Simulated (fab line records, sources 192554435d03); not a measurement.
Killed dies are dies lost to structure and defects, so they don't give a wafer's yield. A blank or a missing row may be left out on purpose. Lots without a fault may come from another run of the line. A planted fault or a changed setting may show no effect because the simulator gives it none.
fab line records | flow n5_finfet
record lots=5 wafers=15 last_day=17
route steps=1938 shown BEOL_M5@1152 PASSIVATION@1936
lots that met no fault: from a run of the same line without faults
start_h: hours from the record's first day to the start of the lot's first wafer shown | wait_h: hours since the lot's step before | " the same as in the row above | L1.1+2: a row that stands for several wafers | - no value, or no start given | * or withheld: withheld | < > ~ a bound
route shown NAME@n: a module of which the file shows steps, and the number in the route of the first | usual: mean/standard deviation of fault-free wafers | same: alike in all rows | chamber/n: place in a boat | sites: the reading at each site | _std_site: their standard deviation | _edge_site: outer sites' mean less inner sites' | radius_mm: how far each site lies from the wafer's centre | mask NAME#n: copy n | behind: the tool/chamber that last shaped the wafer | hold: why the lot was held/for how many hours/how that ended | device: the transistor (n, p or np) that didn't switch | end of line: the same wafers' tests at the end of the route | a step without rows: its recipe alone | killed: dies lost to structure and defects at the first sort, not the wafer's yield | map: a wafer's dies, x killed, . not, _ none there
set.NAME: the setting as run; set.NAME@STEP: as run at that earlier step | model.NAME: the simulator's own value behind a step, which no gauge read
lots at some steps of the route; a table a step, a row a wafer
services: from which hour (start_h, from the record's first day; less than 0 if before it) a tool's chamber was out of use, for how many hours, and why
## steps
# step N5_BEOL_M5_ETCH_75
# recipe chemistry=N2/H2 target=underlayer target_depth_a=65 mask_material=CAR-EUV time_s=5.2 ion_energy_ev=200 pressure_mtorr=30 source_w=840 bias_w=150 n2_flow_sccm=200 h2_flow_sccm=200 ends=cleared
# step N5_BEOL_M5_ETCH_67
# recipe chemistry=CF4 target=SiARC target_depth_a=156 mask_material=CAR-EUV time_s=26 ion_energy_ev=80 pressure_mtorr=40 source_w=545 bias_w=36 Ar_flow_sccm=100 cf4_flow_sccm=100 ends=cleared
# step N5_BEOL_M5_ETCH_68
# recipe chemistry=N2/H2 target=SOC target_depth_a=800 overetch_a=160 mask_material=SiARC temp_c=40 time_s=120 ion_energy_ev=200 pressure_mtorr=30 source_w=840 bias_w=150 n2_flow_sccm=200 h2_flow_sccm=200
# step N5_BEOL_M5_STRIP_69
# recipe chemistry=N2/H2 temp_c=40 n2_flow_sccm=200 h2_flow_sccm=200 rf_frequency_hz=6e+07
# step N5_BEOL_M5_STRIP_76
# recipe chemistry=N2/H2 temp_c=40 n2_flow_sccm=200 h2_flow_sccm=200 rf_frequency_hz=6e+07
# step N5_BEOL_M5_VIA_ETCH_34
# recipe chemistry=C4F6/O2 target=SiCOH_lowk target_depth_a=883 mask_material=SOC taper_deg=4 time_s=39.2 ion_energy_ev=250 pressure_mtorr=30 source_w=345 bias_w=185 Ar_flow_sccm=300 C4F6_flow_sccm=10 O2_flow_sccm=10
# step N5_BEOL_M5_STRIP_85
# recipe chemistry=C4F6/O2 resist=SiARC rf_frequency_hz=6e+07
# step N5_BEOL_M5_STRIP_36
# recipe chemistry=N2/H2 power_w=450 temp_c=40 pressure_mtorr=20 rf_frequency_hz=6e+07 overash_fraction=0.3 bias_power_w=7 h2_frac=0.5 n2_flow_sccm=200 h2_flow_sccm=200
# step N5_BEOL_M5_TRENCH_ETCH_37
# recipe chemistry=C4F6/O2 target_depth_a=716.52 target=SiCOH_lowk time_s=24.7 ion_energy_ev=250 pressure_mtorr=30 source_w=345 bias_w=185 Ar_flow_sccm=300 C4F6_flow_sccm=10 O2_flow_sccm=10
# usual drypump_motor_current_A=5.7/0.55 oes_product_au=0.76/0.094 rf_vpp_V=657/15 showerhead_plenum_p_Torr=2.87/0.091 throttle_valve_pct=20.77/0.25
# columns lot.wafer tool chamber start_h wait_h drypump_motor_current_A oes_product_au rf_hours_counter_h rf_vpp_V showerhead_plenum_p_Torr throttle_valve_pct
L899.1 rie_diel-06 3 - - 5.2 0.72 171 648 2.70 20.73
L899.5 " 0 " " 5.9 0.72 - 682 2.93 21.07
L899.6 " 3 " " 5.2 0.72 - 649 2.70 20.75
L901.3 rie_diel-02 2 - - 6.3 0.73 190 635 2.73 20.94
L901.5 " 3 " " 6.5 0.69 - 647 2.84 20.99
L901.6 " 0 " " 6.4 0.97 - 663 2.89 20.39
L906.1 rie_diel-06 3 - - 5.2 0.72 182 648 2.69 20.75
L906.2 " 0 " " 5.9 0.71 209 683 2.93 21.10
L906.4 " 1 " " 5.4 0.81 72 657 2.88 20.48
L910.2 rie_diel-06 1 - - 5.4 0.80 82 656 2.87 20.48
L910.3 " 3 " " 5.2 0.70 191 649 2.69 20.77
L910.4 " 2 " " 6.2 0.85 54 647 2.80 21.14
L915.2 rie_diel-04 3 - - 5.9 0.95 9 664 3.02 20.55
L915.3 " 2 " " 4.9 0.70 236 650 2.89 20.74
L915.5 " 2 " " 4.9 0.70 - 651 2.89 20.72
# step N5_BEOL_M5_ETCH_41
# recipe chemistry=CH3F/O2 target=SiCN target_depth_a=315 taper_deg=2 time_s=56.7 ion_energy_ev=120 mask_material=TiN pressure_mtorr=30 source_w=395 bias_w=75 Ar_flow_sccm=150 CH3F_flow_sccm=30 O2_flow_sccm=20
# step N5_BEOL_M5_STRIP_91
# recipe chemistry=N2/H2 time_s=10 power_w=450 temp_c=40 pressure_mtorr=20 rf_frequency_hz=6e+07 bias_power_w=7 n2_flow_sccm=200 h2_flow_sccm=200
# step N5_BEOL_M5_OCD_MEAS_38
# usual trench_depth_nm=70.8/2
# columns lot.wafer tool chamber start_h wait_h trench_depth_nm
L899.1 ocd-01 - 181.38 - 72.1
L899.5 " - " " 71.8
L899.6 " - " " 70.8
L901.3 ocd-01 - 199.23 - 73.0
L901.5 " - " " 66.9
L901.6 " - " " 74.5
L906.1 ocd-02 - 226.87 - 71.2
L906.2 " - " " 70.7
L906.4 " - " " 71.7
L910.2 ocd-02 - 259.36 - 71.5
L910.3 " - " " 70.5
L910.4 " - " " 72.8
L915.2 ocd-02 - 298.11 - 72.0
L915.3 " - " " 69.9
L915.5 " - " " 69.7
# step N5_BEOL_M5_HM_STRIP_39
# recipe chemistry=peroxide_tin_strip material=TiN target_depth_a=250 temp_c=50 time_s=158
# usual bath_guard_temp_C=49.9/0.5
# columns lot.wafer tool chamber start_h wait_h bath_guard_temp_C
L899.1 wet_bench-05 6 181.42 0.0 49.5
L899.5 " 2 " " 48.9
L899.6 " 7 " " 50.4
L901.3 wet_bench-03 7 199.26 0.0 50.0
L901.5 " 4 " " 49.8
L901.6 " 1 " " 50.3
L906.1 wet_bench-05 0 226.90 0.0 50.2
L906.2 " 7 " " 50.2
L906.4 " 4 " " 48.4
L910.2 wet_bench-02 1 259.39 0.0 50.4
L910.3 " 7 " " 50.5
L910.4 " 3 " " 49.7
L915.2 wet_bench-02 2 298.14 0.0 50.4
L915.3 " 3 " " 49.5
L915.5 " 0 " " 49.8
# step N5_BEOL_M5_SRD_40
# recipe time_s=30 temp_c=23 rinse_liquid=diw dry=ipa_marangoni
# step N5_BEOL_M5_PRECLEAN_42
# recipe chemistry=residue_remover time_s=60 temp_c=40
# step N5_BEOL_M5_SRD_43
# recipe time_s=30 temp_c=23 rinse_liquid=diw dry=ipa_marangoni
# step N5_BEOL_M5_CD_MEAS_35
# recipe target_cd_nm=28 target_cd_y_nm=24 polarity=opening
# usual cd_nm=28.1/0.39
# columns lot.wafer tool chamber start_h wait_h cd_nm
L899.1 cd_sem-01 - 181.54 0.0 28.3
L899.5 " - " " 27.8
L899.6 " - " " 28.3
L901.3 cd_sem-02 - 199.38 0.0 28.1
L901.5 " - " " 28.7
L901.6 " - " " 28.7
L906.1 cd_sem-03 - 227.02 0.0 27.9
L906.2 " - " " 28.5
L906.4 " - " " 28.3
L910.2 cd_sem-03 - 259.52 0.0 28.1
L910.3 " - " " 27.6
L910.4 " - " " 27.8
L915.2 cd_sem-02 - 298.27 0.0 27.5
L915.3 " - " " 28.0
L915.5 " - " " 27.8
# step N5_BEOL_M5_CURE_80
# recipe temp_c=370 time_s=120 ambient=DMADMS/He material=SiCOH_lowk
# step N5_BEOL_M5_DEGAS_44
# recipe ambient=vacuum temp_c=250 time_s=60
# step N5_BEOL_M5_PRE_CLEAN_45
# recipe gas=H2/He time_s=30 temp_c=250
# step N5_BEOL_M5_ALD_86
# recipe material=TaN target_thk_a=* temp_c=275 ald_precursor_family=PDMAT ald_co_reactant=NH3 pressure_torr=3 carrier_flow_sccm=1500 pulse_time_s=2 purge_time_s=3 co_reactant_purge_time_s=2 co_reactant_pulse_time_s=3 ald_cycles=30 precursor_vessel_temp_c=75 precursor_vessel_pressure_torr=26.25 precursor_vessel_carrier_sccm=1000
# usual heater_power_w=425/51 precursor_vessel_carrier_sccm=1000.1/2.8 precursor_vessel_pressure_torr=26.25/0.055 precursor_vessel_temp_c=74.98/0.13
# columns lot.wafer tool chamber start_h wait_h heater_power_w precursor_vessel_carrier_sccm precursor_vessel_pressure_torr precursor_vessel_temp_c
L899.1 ald_metal-02 0 182.08 0.0 451 997.1 26.22 75.07
L899.5 " 3 " " 437 1000.4 26.24 75.20
L899.6 " 2 " " 476 1000.0 26.29 75.11
L901.3 ald_metal-03 1 200.28 0.1 371 996.1 26.25 74.88
L901.5 " 2 " " 411 998.2 26.35 74.92
L901.6 " 3 " " 455 1000.3 26.24 74.91
L906.1 ald_metal-03 0 228.11 0.0 343 1002.6 26.26 75.14
L906.2 " 3 " " 472 995.5 26.17 74.74
L906.4 " 1 " " 368 998.1 26.29 75.15
L910.2 ald_metal-04 3 259.99 0.0 434 1000.8 26.23 74.72
L910.3 " 0 " " 360 999.3 26.22 75.02
L910.4 " 1 " " 420 1000.0 26.33 74.97
L915.2 ald_metal-02 0 298.76 0.0 466 997.9 26.25 74.86
L915.3 " 2 " " 491 1000.2 26.20 74.93
L915.5 " 1 " " 494 999.7 26.28 75.05
# step N5_BEOL_M5_SURFACE_TREAT_87
# recipe gas=Ar time_s=* ion_energy_ev=* ion_current_ma_cm2=0.5 pressure_mtorr=* ar_flow_sccm=30
# step N5_BEOL_M5_CVD_47
# recipe material=Co target_thk_a=30 temp_c=withheld precursor=CCTBA/H2 pressure_torr=30 time_s=216
# step N5_BEOL_M5_SPUTTER_48
# recipe material=Cu target_thk_a=150 temp_c=-20 chamber_pressure_pa=0.07 power_w=withheld time_s=27.62
# step N5_BEOL_M5_ANNEAL_49
# recipe temp_c=400 time_s=1800 ambient=vacuum
# step N5_BEOL_M5_SPUTTER_81
# recipe material=Cu target_thk_a=150 temp_c=-20 chamber_pressure_pa=0.07 power_w=withheld time_s=27.62
# step N5_BEOL_M5_ANNEAL_82
# recipe temp_c=400 time_s=1800 ambient=vacuum
# step N5_BEOL_M5_SPUTTER_83
# recipe material=Cu target_thk_a=150 temp_c=-20 chamber_pressure_pa=0.07 power_w=withheld time_s=27.62
# step N5_BEOL_M5_ANNEAL_84
# recipe temp_c=400 time_s=1800 ambient=vacuum
# step N5_BEOL_M5_SPUTTER_88
# recipe material=Cu target_thk_a=150 temp_c=-20 chamber_pressure_pa=0.07 power_w=withheld time_s=27.62
# usual chuck_gas_flow_sccm=1.27/0.051 throttle_valve_pct=30.1/0.85
# columns lot.wafer tool chamber start_h wait_h chuck_gas_flow_sccm throttle_valve_pct
L899.1 pvd_sputter-01 - 186.15 0.5 1.22 30.0
L899.5 " - " " 1.28 29.9
L899.6 " - " " 1.32 29.0
L901.3 pvd_sputter-02 - 204.19 0.5 1.36 29.8
L901.5 " - " " 1.31 29.9
L901.6 " - " " 1.31 29.7
L906.1 pvd_sputter-03 - 231.86 0.5 1.30 31.7
L906.2 " - " " 1.18 31.1
L906.4 " - " " 1.26 30.3
L910.2 pvd_sputter-02 - 263.69 0.5 1.28 29.9
L910.3 " - " " 1.27 29.9
L910.4 " - " " 1.38 29.8
L915.2 pvd_sputter-03 - 304.33 0.5 1.22 30.0
L915.3 " - " " 1.33 29.5
L915.5 " - " " 1.29 30.9
# step N5_BEOL_M5_ANNEAL_89
# recipe temp_c=400 time_s=1800 ambient=vacuum
# step N5_BEOL_M5_SPUTTER_90
# recipe material=Cu target_thk_a=45 temp_c=-20 chamber_pressure_pa=0.07 power_w=withheld time_s=8.29
# usual chuck_gas_flow_sccm=1.26/0.056 throttle_valve_pct=30.1/0.83
# columns lot.wafer tool chamber start_h wait_h chuck_gas_flow_sccm throttle_valve_pct
L899.1 pvd_sputter-01 - 187.23 0.5 1.24 30.0
L899.5 " - " " 1.31 29.9
L899.6 " - " " 1.30 28.6
L901.3 pvd_sputter-02 - 205.27 0.5 1.25 29.6
L901.5 " - " " 1.23 29.5
L901.6 " - " " 1.32 30.0
L906.1 pvd_sputter-03 - 232.95 0.5 1.31 31.7
L906.2 " - " " 1.18 30.9
L906.4 " - " " 1.17 30.2
L910.2 pvd_sputter-02 - 264.77 0.5 1.32 30.1
L910.3 " - " " 1.32 30.2
L910.4 " - " " 1.32 30.1
L915.2 pvd_sputter-03 - 305.42 0.5 1.21 30.1
L915.3 " - " " 1.23 29.2
L915.5 " - " " 1.26 30.8
# step N5_BEOL_M5_ECD_50
# recipe material=Cu target_thk_a=3000
# step N5_BEOL_M5_ANNEAL_51
# recipe temp_c=225 time_s=90 ambient=N2
# step N5_BEOL_M5_CMP_52
# recipe stop_on=SiCOH_lowk t_overpolish_s=6.9 down_force_psi=1 platen_rpm=50 clearing_platen_down_force_psi=1.5 clearing_platen_rpm=50 post_cmp_clean=cu_alkaline target_thk_nm=62 clearing_platen_pad_velocity_m_s=0.99484 pad_velocity_m_s=0.99484
# step N5_BEOL_M5_THK_MEAS_53
# recipe thk_meas_gauge=xrf reads=Cu_of_BEOL_M5_ECD_50
# usual M5_THK=60.9/2.6
# columns lot.wafer tool chamber start_h wait_h M5_THK[nm]
L899.1 film_metro-02 - 189.40 - 64.6
L899.5 " - " " 64.5
L899.6 " - " " 63.5
L901.3 film_metro-01 - 206.07 - 60.0
L901.5 " - " " 54.6
L901.6 " - " " 64.7
L906.1 film_metro-02 - 233.76 - 60.8
L906.2 " - " " 62.7
L906.4 " - " " 62.9
L910.2 film_metro-02 - 269.71 - 60.7
L910.3 " - " " 60.1
L910.4 " - " " 63.5
L915.2 film_metro-01 - 306.99 - 60.1
L915.3 " - " " 57.7
L915.5 " - " " 58.5
# step N5_BEOL_M5_PRE_CLEAN_77
# recipe gas=NH3/H2 time_s=15 temp_c=* rf_power_w=300
# usual heater_power_w=81/25
# columns lot.wafer tool chamber start_h wait_h heater_power_w
L899.1 cvd_co-02 2 189.44 0.0 43
L899.5 " 2 " " 44
L899.6 " 0 " " 103
L901.3 cvd_co-01 0 206.24 0.2 90
L901.5 " 1 " " 71
L901.6 " 0 " " 90
L906.1 cvd_co-02 1 233.79 0.0 59
L906.2 " 0 " " 103
L906.4 " 2 " " 45
L910.2 cvd_co-01 1 269.75 0.0 71
L910.3 " 2 " " 116
L910.4 " 1 " " 70
L915.2 cvd_co-01 1 307.03 0.0 69
L915.3 " 0 " " 92
L915.5 " 0 " " 92
# step N5_BEOL_M5_CO_CAP_78
# recipe material=Co target_thk_a=20 temp_c=200 precursor=CCTBA/H2 pressure_torr=30 time_s=102.1
# step N5_BEOL_M5_PRE_CLEAN_55
# recipe gas=NH3 time_s=15 temp_c=withheld rf_power_w=300
# step N5_BEOL_M5_DEP_56
# recipe material=SiCN target_thk_a=80 temp_c=withheld precursor=3MS/NH3 pressure_torr=3 rf_w=202 time_s=14
# step N5_BEOL_M5_RS_MEAS_57
# recipe thk_meas_gauge=four-point-probe reads=Co_of_BEOL_M5_CO_CAP_78+Cu_of_BEOL_M5_ECD_50+Co_of_BEOL_M5_CVD_47+TaN_of_BEOL_M5_ALD_86
# usual M5_RS=0.397/0.02
# columns lot.wafer tool chamber start_h wait_h M5_RS[ohm/sq]
L899.1 film_metro-02 - 189.66 0.0 0.376
L899.5 " - " " 0.374
L899.6 " - " " 0.381
L901.3 film_metro-01 - 206.50 0.1 0.399
L901.5 " - " " 0.450
L901.6 " - " " 0.364
L906.1 film_metro-01 - 234.02 0.0 0.399
L906.2 " - " " 0.384
L906.4 " - " " 0.384
L910.2 film_metro-02 - 269.97 0.1 0.403
L910.3 " - " " 0.407
L910.4 " - " " 0.380
L915.2 film_metro-02 - 307.28 0.1 0.399
L915.3 " - " " 0.420
L915.5 " - " " 0.413
# step N5_PASSIVATION_PROBE_49
# usual defect_limited_yield=91.5/1.3 killed_at_M0_to_M3=36/10 killed_at_M4_up=13/4.7 killed_at_contacts=13/6.7 killed_at_front_end=37/9.7 killed_at_other=2.6/2.3 killed_dies=101/15 killed_open=67/12 killed_short=32/6.7 sort_bin_5_function=5.0/0.89 sort_bin_6_memory=3.2/0.63 sort_bin_8_speed=0.01/0.03 sort_n_pass=1079/16 sort_yield_pct=91.4/1.4
# same gross_dies=1180 killed_at_back_side=0 sort_bin_4_leakage[%]=0
# columns lot.wafer tool chamber start_h wait_h defect_limited_yield[%] killed_at_M0_to_M3 killed_at_M4_up killed_at_contacts killed_at_front_end killed_at_other killed_dies killed_open killed_short sort_bin_5_function[%] sort_bin_6_memory[%] sort_bin_8_speed[%] sort_n_pass sort_yield_pct[%]
L915.2 prober-02 - 402.43 0.1 84.5 20 116 4 38 5 183 45 30 9.7 4.2 0 997 84.5
L915.3 prober-02 - 402.48 0.1 93.0 21 16 5 40 1 83 59 23 4.1 2.9 0 1097 93.0
L915.5 prober-02 - 402.58 0.2 89.3 38 22 2 64 0 126 84 40 7.1 3.2 0 1054 89.3
# killed by level:class
L915.2 BEOL_M5:unspecified=103 FIN_SAQP:geometric_particle:open=9 DUMMY_GATE:geometric_particle:open=7 FIN_SAQP:geometric_particle:short=6 BEOL_M3:geometric_particle:open=4 BEOL_M0:geometric_particle:open=3 DUMMY_GATE:geometric_particle:short=3 BEOL_M0_SAQP:geometric_particle:short=3
L915.3 STI_FIN_REVEAL:geometric_particle:open=13 BEOL_M4:geometric_particle:open=9 FIN_SAQP:geometric_particle:open=5 GATE_CUT:geometric_particle:short=5 MOL_CONTACT_COAG:geometric_particle:open=4 BEOL_M1:geometric_particle:open=4 FIN_SAQP:geometric_particle:short=3 DUMMY_GATE:geometric_particle:open=3
L915.5 FIN_SAQP:geometric_particle:open=24 FIN_SAQP:geometric_particle:short=14 BEOL_M0_SAQP:geometric_particle:open=12 BEOL_M0_SAQP:geometric_particle:short=7 BEOL_M4:geometric_particle:open=7 DUMMY_GATE:geometric_particle:open=5 BEOL_M1:geometric_particle:open=5 BEOL_M2:geometric_particle:open=5
# map L915.2 (x killed, . not)
_________________............________________
______________.................._____________
___________............x..x........__________
__________...........x.............._________
________.x.....................x.....x_______
_______x.................x.......x...x.______
______...xx.....x.x.........x..........._____
_____.x...........x...................x..____
____.................................x....___
___...x......x...........x.................__
___........x...............................__
__.....x...x......x...................x....._
__.x............x.....x....................._
_......xxx..x..xx.x.......x..................
_......xxxx.xxxx...........................xx
_.x..xxxxxxxxxxxxx.........xx....x...........
_.x.x.xxxxxxxxxxxx.xx..x....x.....x...x..x...
_.....xxxxxxxxxxxxx..........................
_.x....xxxxxxxxxx.xx...................x.....
_......xxxxxxxxxx..x...x.....................
_......xxxxxxxxxxx...........................
__..x.x.xxxx.xx.x.....x.............x......._
__.....x.xxxx.x...x.....................x..._
___....x.x..x.x..xx...x....................__
___.......x.xx.x...........................__
____.......x.......x......................___
_____..................x.................____
______.............x.................x.._____
_______................................______
________x..xx.........x.....xx....x..._______
__________.....x....x..............._________
___________........................__________
______________...x.......x......_____________
_________________.........x..________________
# map L910.3 (x killed, . not)
_________________.......x....________________
______________.x....xx.........._____________
___________...............x........__________
__________..x.x...........x...x....x_________
________.x............................_______
_______.........x.....x.............x..______
______..x................x...........x.._____
_____...........x........................____
____..x....x.x............................___
___....x...x..........................x....__
___........................................__
__.x......x................................x_
__..x.........x........x...................._
_..........x............xx.......x...........
_......................x.........xx.x........
_.................x....x............x........
_..............x.x........x..xx....x.........
_...................x............x...........
_x....................................x......
_......xx.x.xxx...x................x.........
_............x.......x.........x.x...........
__......xx...............................x.._
__........x....x.x.xx...x..................._
___..x.............x.......................__
___..x.................................x...__
____.............x.....x...............xx.___
_____......x.....x...x...................____
______............xx...x................_____
_______x..........xx.........x.........______
________.....x........................_______
__________...............xxx....x..._________
___________.....................x..__________
______________.....xx......x...._____________
_________________............________________
## services
# columns tool chamber start_h hours kind
cvd_co-02 - 165.03 1.7 repair
pvd_sputter-01 - 176.49 2.6 repair
rie_diel-04 3 180.80 1.6 repair
ald_metal-04 - 188.31 8.7 pm
cvd_co-02 - 198.82 0.5 repair
ald_metal-03 - 211.50 0.8 repair
cvd_co-02 - 212.88 6.9 pm
rie_diel-02 1 222.31 5.3 repair
cvd_co-01 1 222.85 2.7 repair
pvd_sputter-01 - 234.69 2.1 repair
rie_diel-04 3 237.79 - clean
rie_diel-04 3 237.79 - consumable_replace:focus_ring
rie_diel-04 3 237.79 - consumable_replace:showerhead
rie_diel-04 3 237.79 23.2 scheduled_down
rie_diel-04 3 237.79 23.2 vent_cycle
ald_metal-03 - 241.79 6.0 pm
cvd_co-01 - 242.52 2.8 pm
pvd_sputter-01 - 256.70 7.0 repair
ald_metal-03 2 264.24 - calibration
cvd_co-01 0 284.24 12.7 repair
ald_metal-02 3 284.62 23.8 repair
ald_metal-04 3 288.22 10.4 repair
ald_metal-02 - 299.02 0.4 repair
ald_metal-02 - 304.15 1.0 repair
## key
first_sign step=N5_PASSIVATION_PROBE_49 reading=killed_at_M4_up direction=up sigmas=22 usual=13 struck=116
effect step=N5_PASSIVATION_PROBE_49 reading=defect_limited_yield direction=down sigmas=5.3 usual=91.5 struck=84.5
more_kills_born_at N5_BEOL_M5_HM_STRIP_39@wet_bench-02=103
met_at N5_BEOL_M5_HM_STRIP_39
struck_wafers L915.2
fault kind=chamber_particle_source tool=wet_bench-02 chamber=2 onset_h=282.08 steps=N5_BEOL_M5_HM_STRIP_39 rate_per_visit_cm2=0.44341 end_h=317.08
